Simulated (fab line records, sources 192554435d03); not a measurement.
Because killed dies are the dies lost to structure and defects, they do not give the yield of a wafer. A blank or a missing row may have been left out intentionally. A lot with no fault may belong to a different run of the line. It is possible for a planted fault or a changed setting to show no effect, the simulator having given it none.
One fault through the eyes of 2 desks	flow n5Finfet	what lay behind the numbers comes last; until then each desk has only its own

## AT THE METROLOGY DESK
Means of the sampled wafers that have a number, per lot and without regard to the tool the lot ran on: this is what the gauges read. The brackets show how far a lot's mean lies from the usual mean; more than 4 standard deviations puts the lot out of limits, marked OUT. Readings shown: 7 of its 12, picked as those furthest out on some lot.
Columns: A = M1_THK at N5_BEOL_M1_THK_MEAS_53, usual 40.1 nm; B = M1_RS at N5_BEOL_M1_RS_MEAS_58, usual 0.66 ohm/sq; C = IOFF_N at N5_BEOL_M4_RC_MEAS_101, usual 0.152 nA/um; D = IOFF_P at N5_BEOL_M4_RC_MEAS_101, usual 0.20 nA/um; E = ION_N at N5_BEOL_M4_RC_MEAS_101, usual 672 uA/um; F = SS_N at N5_BEOL_M4_RC_MEAS_101, usual 71.4 mV/dec; G = VT_N at N5_BEOL_M4_RC_MEAS_101, usual 251 mV
lot	first seen here	A	B	C	D	E	F	G
L192	day 6 14:04	41.0	0.65	0.124	0.17	663	70.7	254
L193	day 7 00:15	38.8	0.69	0.167	0.24	673	71.7	250
L197	day 8 00:21	40.5	0.66	0.159	0.23	679	71.2	248
L198	day 8 09:19	39.7	0.66	0.157	0.20	677	71.7	248
L200	day 8 19:58	40.7	0.65	0.152	0.20	672	71.9	251
L201	day 9 04:49	39.4	0.67	0.158	0.23	673	71.5	250
L202	day 9 09:31	40.4	0.65	0.182	0.22	683	70.7	244
L204	day 9 18:41	40.6	0.64	0.133	0.18	663	71.7	254
L206	day 10 04:09	38.0	0.71	0.141	0.17	670	71.6	254
L207	day 10 11:17	41.0	0.65	0.122	0.18	655	70.6	254
L214	day 12 18:47	37.1	0.73	0.119	0.19	665	70.9	255
Result from this desk: across the 11 lots, nothing is out of limits.

## DESK OF THE TOOL OWNER: cvdCo-01
The tool's own readings at N5_BEOL_M1_CO_CAP_55 (material Co, precursor CCTBA/H2, target thk 2 nm, time 102.1 s): means of the sampled wafers that have a number, for each lot that ran on this tool. The brackets show how far a lot's mean lies from the usual mean; more than 4 standard deviations puts the lot out of limits, marked OUT.
Columns: A = heaterPowerW at N5_BEOL_M1_CO_CAP_55, usual 235 W; B = runLengthS at N5_BEOL_M1_CO_CAP_55, usual 125.3 s; C = susceptorTempC at N5_BEOL_M1_CO_CAP_55, usual 199.97 C
lot	first seen here	A	B	C
L192	day 6 14:09	218	125.4	200.06
L198	day 8 09:23	216	125.4	199.97
L200	day 8 20:03	222	125.3	199.85
L201	day 9 04:55	227	125.7	199.84
L204	day 9 18:47	219	156.9 (+75) OUT	199.88
L206	day 10 04:13	208	148.8 (+56) OUT	200.13
L207	day 10 11:22	224	149.1 (+57) OUT	199.93
L214	day 12 18:52	221	125.4	199.96
Finding of this desk: L204, L206, L207 out of limits; the first was L204 at day 9 18:47, on runLengthS at N5_BEOL_M1_CO_CAP_55. Within limits: L192, L198, L200, L201, L214.

## TAKEN TOGETHER
An alarm could have come from the tool owner's desk at day 9 18:47, on L204, L206, L207.
Nothing out of limits was seen by the metrology desk.
The metrology desk holds a record of L204, L206, L207, inside its limits.
N5_BEOL_M1_CO_CAP_55 was run on cvdCo-01 by each of the lots named.

## WHAT HAD BEEN PUT IN BY THE SIMULATOR
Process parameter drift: cvdCo-01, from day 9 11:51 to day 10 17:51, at N5_BEOL_M1_CO_CAP_55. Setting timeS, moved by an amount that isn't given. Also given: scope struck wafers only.
Shown lots that were struck: L204, L206, L207.
Time in hours from fault onset to the first out-of-limits reading at each desk: the tool owner's desk, 7.
